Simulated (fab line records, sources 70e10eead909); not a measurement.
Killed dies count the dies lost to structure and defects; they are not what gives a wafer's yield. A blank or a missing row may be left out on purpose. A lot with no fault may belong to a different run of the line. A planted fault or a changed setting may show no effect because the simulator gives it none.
Chamber matching    flow nandHarc    NHARC_A_BLC_STRIP_21 on rieDiel-05: 4 sister chambers
The step strips in O2. 7 wafers are shown with their chamber, then 8 later ones without.

## EACH WAFER AND ITS CHAMBER
wafer   chamber  showerheadPlenumPTorr (Torr)  rfVppV (V)
L083.2  2        3.55                          57.5
L083.3  3        3.64                          59.0
L083.4  0        3.45                          58.0
L094.1  0        3.45                          56.5
L094.3  1        3.29                          56.9
L094.5  3        3.63                          58.5
L092.1  2        3.55                          58.0

## WAFERS WITHOUT THEIR CHAMBER
wafer   showerheadPlenumPTorr (Torr)  rfVppV (V)
L092.2  3.45                          57.7
L092.6  3.29                          56.0
L097.2  3.29                          56.1
L097.3  3.45                          55.8
L097.6  3.29                          58.2
L096.1  3.63                          58.7
L096.3  3.55                          57.2
L096.4  3.29                          57.0

## WHICH CHAMBER EACH ONE RAN IN
wafer   from the rows above  in truth
L092.2  0                    0
L092.6  1                    1
L097.2  1                    1
L097.3  0                    0
L097.6  1                    1
L096.1  3                    3
L096.3  2                    2
L096.4  1                    1
Correctly placed: 8 of 8. Number that these rows cannot place: 0. Number placed wrongly: 0.
How it was worked out, from the rows above alone: a wafer's distance from a chamber is the root of the sum, over the readings, of the square of ((its reading less the chamber's mean) divided by the reading's scatter). If the next closest chamber is less than 2 further off than the closest, the wafer can't be placed; otherwise it belongs to the closest. Each chamber's mean is taken over the wafers shown for it. How the scatter is found: for the shown wafers, subtract from each reading the mean of its chamber, square and add these, divide the total by (wafers less chambers), then take the root.
